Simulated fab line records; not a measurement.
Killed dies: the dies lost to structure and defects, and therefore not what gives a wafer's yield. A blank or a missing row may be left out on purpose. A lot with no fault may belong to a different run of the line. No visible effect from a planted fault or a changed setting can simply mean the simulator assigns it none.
Which tool was responsible? || flow n5_finfet || Sampling: 15 lots, 45 wafers, 6 of 1938 route steps

WHAT THE GAUGES SHOWED, per wafer
N5_BEOL_M11_THK_MEAS_53: measures by xrf.
{"lot": "L367", "measured": "day 12 08:49", "on": "film_metro-02", "M11_THK (nm)": "139.9 141.6 140.2"}
{"lot": "L369", "measured": "day 13 18:52", "on": "film_metro-02", "M11_THK (nm)": "140.0 142.2 142.0"}
{"lot": "L372", "measured": "day 13 19:37", "on": "film_metro-02", "M11_THK (nm)": "142.7 144.0 137.6"}
{"lot": "L371", "measured": "day 13 19:03", "on": "film_metro-01", "M11_THK (nm)": "142.1 140.3 141.6"}
{"lot": "L374", "measured": "day 14 00:43", "on": "film_metro-02", "M11_THK (nm)": "139.8 139.9 140.8"}
{"lot": "L375", "measured": "day 14 06:46", "on": "film_metro-01", "M11_THK (nm)": "142.7 143.3 143.6"}
{"lot": "L376", "measured": "day 14 16:10", "on": "film_metro-02", "M11_THK (nm)": "139.6 138.3 139.5"}
{"lot": "L378", "measured": "day 15 10:07", "on": "film_metro-01", "M11_THK (nm)": "136.6 138.7 138.3"}
{"lot": "L379", "measured": "day 15 19:17", "on": "film_metro-01", "M11_THK (nm)": "142.0 136.9 139.9"}
{"lot": "L383", "measured": "day 17 06:08", "on": "film_metro-01", "M11_THK (nm)": "138.6 143.6 141.8"}
{"lot": "L386", "measured": "day 17 06:35", "on": "film_metro-01", "M11_THK (nm)": "139.8 140.0 141.1"}
{"lot": "L385", "measured": "day 17 08:17", "on": "film_metro-01", "M11_THK (nm)": "138.4 141.4 141.1"}
{"lot": "L389", "measured": "day 18 09:53", "on": "film_metro-02", "M11_THK (nm)": "142.4 144.8 141.0"}
{"lot": "L388", "measured": "day 18 16:26", "on": "film_metro-02", "M11_THK (nm)": "139.3 137.7 144.0"}
{"lot": "L390", "measured": "day 19 01:33", "on": "film_metro-01", "M11_THK (nm)": "136.6 136.3 134.4"}

N5_BEOL_M12_CD_MEAS_10: target cd 140 nm.
{"lot": "L367", "measured": "day 12 09:34", "on": "cd_sem-01", "cd_nm (nm)": "139.7 140.6 138.3"}
{"lot": "L369", "measured": "day 13 19:29", "on": "cd_sem-01", "cd_nm (nm)": "138.6 138.3 139.9"}
{"lot": "L372", "measured": "day 13 20:14", "on": "cd_sem-03", "cd_nm (nm)": "142.4 142.0 141.8"}
{"lot": "L371", "measured": "day 13 19:41", "on": "cd_sem-03", "cd_nm (nm)": "140.1 142.2 141.0"}
{"lot": "L374", "measured": "day 14 01:27", "on": "cd_sem-02", "cd_nm (nm)": "139.2 141.3 138.8"}
{"lot": "L375", "measured": "day 14 07:30", "on": "cd_sem-01", "cd_nm (nm)": "140.9 139.6 140.9"}
{"lot": "L376", "measured": "day 14 16:55", "on": "cd_sem-03", "cd_nm (nm)": "140.2 139.0 139.4"}
{"lot": "L378", "measured": "day 15 10:52", "on": "cd_sem-01", "cd_nm (nm)": "139.6 139.5 139.1"}
{"lot": "L379", "measured": "day 15 19:55", "on": "cd_sem-02", "cd_nm (nm)": "142.3 141.5 140.3"}
{"lot": "L383", "measured": "day 17 06:57", "on": "cd_sem-01", "cd_nm (nm)": "136.0 137.6 139.0"}
{"lot": "L386", "measured": "day 17 07:19", "on": "cd_sem-02", "cd_nm (nm)": "139.6 141.5 141.0"}
{"lot": "L385", "measured": "day 17 08:56", "on": "cd_sem-02", "cd_nm (nm)": "142.2 141.1 141.9"}
{"lot": "L389", "measured": "day 18 10:38", "on": "cd_sem-03", "cd_nm (nm)": "139.7 138.4 138.5"}
{"lot": "L388", "measured": "day 18 17:11", "on": "cd_sem-03", "cd_nm (nm)": "142.9 143.2 142.8"}
{"lot": "L390", "measured": "day 19 02:18", "on": "cd_sem-01", "cd_nm (nm)": "141.3 139.6 138.6"}

N5_BEOL_M12_CD_MEAS_17: target cd 140 nm.
{"lot": "L367", "measured": "day 12 10:09", "on": "cd_sem-01", "cd_nm (nm)": "139.9 139.7 138.6"}
{"lot": "L369", "measured": "day 13 20:04", "on": "cd_sem-02", "cd_nm (nm)": "140.0 138.7 140.4"}
{"lot": "L372", "measured": "day 13 20:51", "on": "cd_sem-03", "cd_nm (nm)": "143.7 142.4 142.7"}
{"lot": "L371", "measured": "day 13 20:37", "on": "cd_sem-03", "cd_nm (nm)": "139.9 140.9 141.8"}
{"lot": "L374", "measured": "day 14 03:08", "on": "cd_sem-01", "cd_nm (nm)": "139.5 140.9 139.3"}
{"lot": "L375", "measured": "day 14 08:40", "on": "cd_sem-01", "cd_nm (nm)": "140.5 138.9 140.1"}
{"lot": "L376", "measured": "day 14 17:49", "on": "cd_sem-01", "cd_nm (nm)": "- - -"}
{"lot": "L378", "measured": "day 15 11:34", "on": "cd_sem-03", "cd_nm (nm)": "- - -"}
{"lot": "L379", "measured": "day 15 20:32", "on": "cd_sem-03", "cd_nm (nm)": "- - -"}
{"lot": "L383", "measured": "day 17 07:32", "on": "cd_sem-02", "cd_nm (nm)": "136.6 138.0 139.4"}
{"lot": "L386", "measured": "day 17 07:55", "on": "cd_sem-03", "cd_nm (nm)": "139.4 141.7 141.6"}
{"lot": "L385", "measured": "day 17 09:34", "on": "cd_sem-03", "cd_nm (nm)": "142.0 140.6 141.8"}
{"lot": "L389", "measured": "day 18 11:43", "on": "cd_sem-02", "cd_nm (nm)": "139.6 138.9 139.3"}
{"lot": "L388", "measured": "day 18 17:46", "on": "cd_sem-02", "cd_nm (nm)": "144.5 143.3 144.0"}
{"lot": "L390", "measured": "day 19 02:53", "on": "cd_sem-02", "cd_nm (nm)": "141.9 138.3 138.4"}

WHAT TOOL EACH LOT RAN ON (gives the tool, then ch and the chambers of the sampled wafers, and finally the start)
{"lot": "L367", "N5_BEOL_M11_TRENCH_ETCH_37": "rie_diel-03 ch 2,3, day 12 08:49 or earlier", "N5_BEOL_M12_ILD_DEP_00": "pecvd-04 ch 0,1, day 12 08:59", "N5_BEOL_M12_VIA_ETCH_16": "rie_diel-06 ch 1,2, day 12 09:44"}
{"lot": "L369", "N5_BEOL_M11_TRENCH_ETCH_37": "rie_diel-02 ch 1,2,3, day 13 18:52 or earlier", "N5_BEOL_M12_ILD_DEP_00": "pecvd-03 ch 0,2, day 13 19:03", "N5_BEOL_M12_VIA_ETCH_16": "rie_diel-01 ch 1,2,3, day 13 19:40"}
{"lot": "L372", "N5_BEOL_M11_TRENCH_ETCH_37": "rie_diel-05 ch 0,1,3, day 13 19:37 or earlier", "N5_BEOL_M12_ILD_DEP_00": "pecvd-03 ch 0,1,2, day 13 19:48", "N5_BEOL_M12_VIA_ETCH_16": "rie_diel-01 ch 1,2,3, day 13 20:26"}
{"lot": "L371", "N5_BEOL_M11_TRENCH_ETCH_37": "rie_diel-03 ch 1,2, day 13 19:03 or earlier", "N5_BEOL_M12_ILD_DEP_00": "pecvd-04 ch 0,1, day 13 19:14", "N5_BEOL_M12_VIA_ETCH_16": "rie_diel-01 ch 2,3, day 13 20:10"}
{"lot": "L374", "N5_BEOL_M11_TRENCH_ETCH_37": "rie_diel-05 ch 1,2, day 14 00:43 or earlier", "N5_BEOL_M12_ILD_DEP_00": "pecvd-01 ch 0,1,2, day 14 00:53", "N5_BEOL_M12_VIA_ETCH_16": "rie_diel-06 ch 0,1,3, day 14 02:37"}
{"lot": "L375", "N5_BEOL_M11_TRENCH_ETCH_37": "rie_diel-05 ch 1,2, day 14 06:46 or earlier", "N5_BEOL_M12_ILD_DEP_00": "pecvd-01 ch 1,2, day 14 06:57", "N5_BEOL_M12_VIA_ETCH_16": "rie_diel-04 ch 1,3, day 14 08:15"}
{"lot": "L376", "N5_BEOL_M11_TRENCH_ETCH_37": "rie_diel-03 ch 2,3, day 14 16:10 or earlier", "N5_BEOL_M12_ILD_DEP_00": "pecvd-04 ch 0,2, day 14 16:22", "N5_BEOL_M12_VIA_ETCH_16": "rie_diel-04 ch 1,3, day 14 17:19"}
{"lot": "L378", "N5_BEOL_M11_TRENCH_ETCH_37": "rie_diel-02 ch 1,3, day 15 10:07 or earlier", "N5_BEOL_M12_ILD_DEP_00": "pecvd-04 ch 0,1,2, day 15 10:18", "N5_BEOL_M12_VIA_ETCH_16": "rie_diel-04 ch 1,2, day 15 11:10"}
{"lot": "L379", "N5_BEOL_M11_TRENCH_ETCH_37": "rie_diel-02 ch 1,2,3, day 15 19:17 or earlier", "N5_BEOL_M12_ILD_DEP_00": "pecvd-01 ch 0,1, day 15 19:29", "N5_BEOL_M12_VIA_ETCH_16": "rie_diel-01 ch 0,1,3, day 15 20:07"}
{"lot": "L383", "N5_BEOL_M11_TRENCH_ETCH_37": "rie_diel-02 ch 0,1,2, day 17 06:08 or earlier", "N5_BEOL_M12_ILD_DEP_00": "pecvd-03 ch 0, day 17 06:19", "N5_BEOL_M12_VIA_ETCH_16": "rie_diel-06 ch 1,2,3, day 17 07:07"}
{"lot": "L386", "N5_BEOL_M11_TRENCH_ETCH_37": "rie_diel-05 ch 0,1, day 17 06:35 or earlier", "N5_BEOL_M12_ILD_DEP_00": "pecvd-04 ch 0,1,2, day 17 06:46", "N5_BEOL_M12_VIA_ETCH_16": "rie_diel-06 ch 1,2, day 17 07:30"}
{"lot": "L385", "N5_BEOL_M11_TRENCH_ETCH_37": "rie_diel-05 ch 1,3, day 17 08:17 or earlier", "N5_BEOL_M12_ILD_DEP_00": "pecvd-04 ch 0,2, day 17 08:30", "N5_BEOL_M12_VIA_ETCH_16": "rie_diel-04 ch 1,3, day 17 09:10"}
{"lot": "L389", "N5_BEOL_M11_TRENCH_ETCH_37": "rie_diel-02 ch 1,2,3, day 18 09:53 or earlier", "N5_BEOL_M12_ILD_DEP_00": "pecvd-04 ch 0,1,2, day 18 10:04", "N5_BEOL_M12_VIA_ETCH_16": "rie_diel-01 ch 0,1,3, day 18 11:19"}
{"lot": "L388", "N5_BEOL_M11_TRENCH_ETCH_37": "rie_diel-03 ch 1,2,3, day 18 16:26 or earlier", "N5_BEOL_M12_ILD_DEP_00": "pecvd-01 ch 0,1,2, day 18 16:37", "N5_BEOL_M12_VIA_ETCH_16": "rie_diel-04 ch 0,1,2, day 18 17:22"}
{"lot": "L390", "N5_BEOL_M11_TRENCH_ETCH_37": "rie_diel-03 ch 0,3, day 19 01:33 or earlier", "N5_BEOL_M12_ILD_DEP_00": "pecvd-01 ch 0,1,2, day 19 01:47", "N5_BEOL_M12_VIA_ETCH_16": "rie_diel-04 ch 1,2,3, day 19 02:34"}
- N5_BEOL_M11_TRENCH_ETCH_37: etches SiCOH lowk in C4F6/O2, target depth 148.83 nm, time 48 s.
- N5_BEOL_M12_ILD_DEP_00: deposits SiOC from DEMS/O2, target thk 658.92 nm, time 130.7 s.
- N5_BEOL_M12_VIA_ETCH_16: etches SiOC in C4F8/O2/Ar, target depth 724.8 nm.

WHAT THE TOOLS THEMSELVES READ (means of the sampled wafers that have a number; where no wafer has one, the mark that the record gives instead)
N5_BEOL_M11_TRENCH_ETCH_37.
{"lot": "L367", "tool": "rie_diel-03", "drypump_motor_current_A (A)": 5.6, "oes_product_au (a.u.)": 0.68, "rf_vpp_V (V)": 667, "showerhead_plenum_p_Torr (Torr)": 2.80, "throttle_valve_pct (%)": 21.13}
{"lot": "L369", "tool": "rie_diel-02", "drypump_motor_current_A (A)": 5.9, "oes_product_au (a.u.)": 0.75, "rf_vpp_V (V)": 658, "showerhead_plenum_p_Torr (Torr)": 2.73, "throttle_valve_pct (%)": 21.02}
{"lot": "L372", "tool": "rie_diel-05", "drypump_motor_current_A (A)": 5.9, "oes_product_au (a.u.)": 0.76, "rf_vpp_V (V)": 668, "showerhead_plenum_p_Torr (Torr)": 2.84, "throttle_valve_pct (%)": 20.93}
{"lot": "L371", "tool": "rie_diel-03", "drypump_motor_current_A (A)": 5.7, "oes_product_au (a.u.)": 0.69, "rf_vpp_V (V)": 661, "showerhead_plenum_p_Torr (Torr)": 2.79, "throttle_valve_pct (%)": 21.30}
{"lot": "L374", "tool": "rie_diel-05", "drypump_motor_current_A (A)": 5.6, "oes_product_au (a.u.)": 0.86, "rf_vpp_V (V)": 669, "showerhead_plenum_p_Torr (Torr)": 2.85, "throttle_valve_pct (%)": 20.80}
{"lot": "L375", "tool": "rie_diel-05", "drypump_motor_current_A (A)": 5.7, "oes_product_au (a.u.)": 0.86, "rf_vpp_V (V)": 670, "showerhead_plenum_p_Torr (Torr)": 2.85, "throttle_valve_pct (%)": 20.81}
{"lot": "L376", "tool": "rie_diel-03", "drypump_motor_current_A (A)": 5.6, "oes_product_au (a.u.)": 0.67, "rf_vpp_V (V)": 666, "showerhead_plenum_p_Torr (Torr)": 2.79, "throttle_valve_pct (%)": 21.15}
{"lot": "L378", "tool": "rie_diel-02", "drypump_motor_current_A (A)": 5.7, "oes_product_au (a.u.)": 0.70, "rf_vpp_V (V)": 656, "showerhead_plenum_p_Torr (Torr)": 2.71, "throttle_valve_pct (%)": 21.10}
{"lot": "L379", "tool": "rie_diel-02", "drypump_motor_current_A (A)": 5.8, "oes_product_au (a.u.)": 0.73, "rf_vpp_V (V)": 657, "showerhead_plenum_p_Torr (Torr)": 2.72, "throttle_valve_pct (%)": 21.05}
{"lot": "L383", "tool": "rie_diel-02", "drypump_motor_current_A (A)": 5.5, "oes_product_au (a.u.)": 0.80, "rf_vpp_V (V)": 663, "showerhead_plenum_p_Torr (Torr)": 2.78, "throttle_valve_pct (%)": 21.06}
{"lot": "L386", "tool": "rie_diel-05", "drypump_motor_current_A (A)": 5.6, "oes_product_au (a.u.)": 0.89, "rf_vpp_V (V)": 665, "showerhead_plenum_p_Torr (Torr)": 2.82, "throttle_valve_pct (%)": 20.59}
{"lot": "L385", "tool": "rie_diel-05", "drypump_motor_current_A (A)": 5.6, "oes_product_au (a.u.)": 0.78, "rf_vpp_V (V)": 670, "showerhead_plenum_p_Torr (Torr)": 2.85, "throttle_valve_pct (%)": 20.96}
{"lot": "L389", "tool": "rie_diel-02", "drypump_motor_current_A (A)": 5.9, "oes_product_au (a.u.)": 0.73, "rf_vpp_V (V)": 658, "showerhead_plenum_p_Torr (Torr)": 2.71, "throttle_valve_pct (%)": 21.09}
{"lot": "L388", "tool": "rie_diel-03", "drypump_motor_current_A (A)": 5.6, "oes_product_au (a.u.)": 0.76, "rf_vpp_V (V)": 669, "showerhead_plenum_p_Torr (Torr)": 2.93, "throttle_valve_pct (%)": 21.13}
{"lot": "L390", "tool": "rie_diel-03", "drypump_motor_current_A (A)": 5.6, "oes_product_au (a.u.)": 0.69, "rf_vpp_V (V)": 668, "showerhead_plenum_p_Torr (Torr)": 2.94, "throttle_valve_pct (%)": 21.16}

N5_BEOL_M12_ILD_DEP_00.
{"lot": "L367", "tool": "pecvd-04", "chamber_pressure_Torr (Torr)": 4.998, "heater_power_outer_w (W)": 209, "heater_power_w (W)": 435, "showerhead_plenum_p_Torr (Torr)": 5.731, "throttle_valve_pct (%)": 12.5}
{"lot": "L369", "tool": "pecvd-03", "chamber_pressure_Torr (Torr)": 4.992, "heater_power_outer_w (W)": 299, "heater_power_w (W)": 522, "showerhead_plenum_p_Torr (Torr)": 5.688, "throttle_valve_pct (%)": 11.4}
{"lot": "L372", "tool": "pecvd-03", "chamber_pressure_Torr (Torr)": 5.013, "heater_power_outer_w (W)": 314, "heater_power_w (W)": 555, "showerhead_plenum_p_Torr (Torr)": 5.690, "throttle_valve_pct (%)": 11.7}
{"lot": "L371", "tool": "pecvd-04", "chamber_pressure_Torr (Torr)": 5.003, "heater_power_outer_w (W)": 221, "heater_power_w (W)": 437, "showerhead_plenum_p_Torr (Torr)": 5.720, "throttle_valve_pct (%)": 12.9}
{"lot": "L374", "tool": "pecvd-01", "chamber_pressure_Torr (Torr)": 5.000, "heater_power_outer_w (W)": 240, "heater_power_w (W)": 471, "showerhead_plenum_p_Torr (Torr)": 5.684, "throttle_valve_pct (%)": 12.1}
{"lot": "L375", "tool": "pecvd-01", "chamber_pressure_Torr (Torr)": 4.985, "heater_power_outer_w (W)": 223, "heater_power_w (W)": 468, "showerhead_plenum_p_Torr (Torr)": 5.663, "throttle_valve_pct (%)": 11.8}
{"lot": "L376", "tool": "pecvd-04", "chamber_pressure_Torr (Torr)": "-", "heater_power_outer_w (W)": "-", "heater_power_w (W)": "-", "showerhead_plenum_p_Torr (Torr)": "-", "throttle_valve_pct (%)": "-"}
{"lot": "L378", "tool": "pecvd-04", "chamber_pressure_Torr (Torr)": "-", "heater_power_outer_w (W)": "-", "heater_power_w (W)": "-", "showerhead_plenum_p_Torr (Torr)": "-", "throttle_valve_pct (%)": "-"}
{"lot": "L379", "tool": "pecvd-01", "chamber_pressure_Torr (Torr)": "-", "heater_power_outer_w (W)": "-", "heater_power_w (W)": "-", "showerhead_plenum_p_Torr (Torr)": "-", "throttle_valve_pct (%)": "-"}
{"lot": "L383", "tool": "pecvd-03", "chamber_pressure_Torr (Torr)": 4.990, "heater_power_outer_w (W)": 325, "heater_power_w (W)": 558, "showerhead_plenum_p_Torr (Torr)": 5.710, "throttle_valve_pct (%)": 12.4}
{"lot": "L386", "tool": "pecvd-04", "chamber_pressure_Torr (Torr)": 4.995, "heater_power_outer_w (W)": 219, "heater_power_w (W)": 428, "showerhead_plenum_p_Torr (Torr)": 5.718, "throttle_valve_pct (%)": 12.3}
{"lot": "L385", "tool": "pecvd-04", "chamber_pressure_Torr (Torr)": 5.007, "heater_power_outer_w (W)": 237, "heater_power_w (W)": 449, "showerhead_plenum_p_Torr (Torr)": 5.720, "throttle_valve_pct (%)": 12.0}
{"lot": "L389", "tool": "pecvd-04", "chamber_pressure_Torr (Torr)": 5.009, "heater_power_outer_w (W)": 259, "heater_power_w (W)": 480, "showerhead_plenum_p_Torr (Torr)": 5.722, "throttle_valve_pct (%)": 12.5}
{"lot": "L388", "tool": "pecvd-01", "chamber_pressure_Torr (Torr)": 5.002, "heater_power_outer_w (W)": 256, "heater_power_w (W)": 502, "showerhead_plenum_p_Torr (Torr)": 5.679, "throttle_valve_pct (%)": 11.9}
{"lot": "L390", "tool": "pecvd-01", "chamber_pressure_Torr (Torr)": 5.012, "heater_power_outer_w (W)": 255, "heater_power_w (W)": 502, "showerhead_plenum_p_Torr (Torr)": 5.676, "throttle_valve_pct (%)": 11.7}

N5_BEOL_M12_VIA_ETCH_16.
{"lot": "L367", "tool": "rie_diel-06", "drypump_motor_current_A (A)": 5.3, "oes_product_au (a.u.)": 0.67, "rf_vpp_V (V)": 668.0, "showerhead_plenum_p_Torr (Torr)": 3.50, "throttle_valve_pct (%)": 24.15}
{"lot": "L369", "tool": "rie_diel-01", "drypump_motor_current_A (A)": 5.9, "oes_product_au (a.u.)": 0.69, "rf_vpp_V (V)": 664.7, "showerhead_plenum_p_Torr (Torr)": 3.39, "throttle_valve_pct (%)": 24.35}
{"lot": "L372", "tool": "rie_diel-01", "drypump_motor_current_A (A)": 5.9, "oes_product_au (a.u.)": 0.69, "rf_vpp_V (V)": 664.1, "showerhead_plenum_p_Torr (Torr)": 3.39, "throttle_valve_pct (%)": 24.36}
{"lot": "L371", "tool": "rie_diel-01", "drypump_motor_current_A (A)": 5.8, "oes_product_au (a.u.)": 0.68, "rf_vpp_V (V)": 664.2, "showerhead_plenum_p_Torr (Torr)": 3.38, "throttle_valve_pct (%)": 24.43}
{"lot": "L374", "tool": "rie_diel-06", "drypump_motor_current_A (A)": 5.8, "oes_product_au (a.u.)": 0.67, "rf_vpp_V (V)": 665.4, "showerhead_plenum_p_Torr (Torr)": 3.40, "throttle_valve_pct (%)": 24.30}
{"lot": "L375", "tool": "rie_diel-04", "drypump_motor_current_A (A)": 5.7, "oes_product_au (a.u.)": 0.67, "rf_vpp_V (V)": 666.2, "showerhead_plenum_p_Torr (Torr)": 3.44, "throttle_valve_pct (%)": 23.91}
{"lot": "L376", "tool": "rie_diel-04", "drypump_motor_current_A (A)": 6.1, "oes_product_au (a.u.)": 0.27, "rf_vpp_V (V)": 668.1, "showerhead_plenum_p_Torr (Torr)": 3.47, "throttle_valve_pct (%)": 23.83}
{"lot": "L378", "tool": "rie_diel-04", "drypump_motor_current_A (A)": 5.4, "oes_product_au (a.u.)": 0.31, "rf_vpp_V (V)": 665.2, "showerhead_plenum_p_Torr (Torr)": 3.43, "throttle_valve_pct (%)": 23.94}
{"lot": "L379", "tool": "rie_diel-01", "drypump_motor_current_A (A)": 5.7, "oes_product_au (a.u.)": 0.29, "rf_vpp_V (V)": 667.7, "showerhead_plenum_p_Torr (Torr)": 3.47, "throttle_valve_pct (%)": 24.22}
{"lot": "L383", "tool": "rie_diel-06", "drypump_motor_current_A (A)": 5.6, "oes_product_au (a.u.)": 0.64, "rf_vpp_V (V)": 665.9, "showerhead_plenum_p_Torr (Torr)": 3.44, "throttle_valve_pct (%)": 24.24}
{"lot": "L386", "tool": "rie_diel-06", "drypump_motor_current_A (A)": 5.3, "oes_product_au (a.u.)": 0.64, "rf_vpp_V (V)": 667.5, "showerhead_plenum_p_Torr (Torr)": 3.48, "throttle_valve_pct (%)": 24.19}
{"lot": "L385", "tool": "rie_diel-04", "drypump_motor_current_A (A)": 5.7, "oes_product_au (a.u.)": 0.66, "rf_vpp_V (V)": 666.2, "showerhead_plenum_p_Torr (Torr)": 3.43, "throttle_valve_pct (%)": 23.95}
{"lot": "L389", "tool": "rie_diel-01", "drypump_motor_current_A (A)": 5.7, "oes_product_au (a.u.)": 0.66, "rf_vpp_V (V)": 666.1, "showerhead_plenum_p_Torr (Torr)": 3.45, "throttle_valve_pct (%)": 24.37}
{"lot": "L388", "tool": "rie_diel-04", "drypump_motor_current_A (A)": 5.7, "oes_product_au (a.u.)": 0.73, "rf_vpp_V (V)": 667.9, "showerhead_plenum_p_Torr (Torr)": 3.48, "throttle_valve_pct (%)": 24.18}
{"lot": "L390", "tool": "rie_diel-04", "drypump_motor_current_A (A)": 5.7, "oes_product_au (a.u.)": 0.77, "rf_vpp_V (V)": 665.8, "showerhead_plenum_p_Torr (Torr)": 3.44, "throttle_valve_pct (%)": 24.02}

THE ANSWER, worked out from the rows above alone
Rule: the usual values come from the lots themselves. The widest of any qualifying gaps counts: lots, ordered by their means at a reading, are off when they make up no more than a third of the lots, leave a main group of 4 or more, and stand apart from it by 3 or more times the standard deviation of that group's means. The tables above print the reading to a certain number of digits; a main group whose means all agree to those digits is not used. Also off: a lot with no number at a reading for which 4 or more lots have one. Where the step has rows for the other lots, those lots are counted as sound. First the gauges in route order, then the tools' own readings, where a lot's mean is used as printed above. The first step at which some lot is off is used, and at that step the reading that is off furthest; a lot without a number counts as furthest.
Off: L376, L378, L379, at N5_BEOL_M12_CD_MEAS_17 (cd_nm). Without a number there: L376, L378, L379. Main group: mean 140.5 nm, sd 1.6.
A tool fits if, at a process step before that reading, it ran every lot that is off, and no sound lot after the first of them. Not tried: the gauges at N5_BEOL_M12_CD_MEAS_17; whatever is off there is also off at N5_BEOL_M12_ILD_DEP_00, on other tools, and gauge error can't account for it. N5_BEOL_M11_TRENCH_ETCH_37: start missing for some lots; hours and lot order therefore follow N5_BEOL_M11_THK_MEAS_53. Not one of the candidates tried fits.

WHAT WAS PUT IN BY THE SIMULATOR
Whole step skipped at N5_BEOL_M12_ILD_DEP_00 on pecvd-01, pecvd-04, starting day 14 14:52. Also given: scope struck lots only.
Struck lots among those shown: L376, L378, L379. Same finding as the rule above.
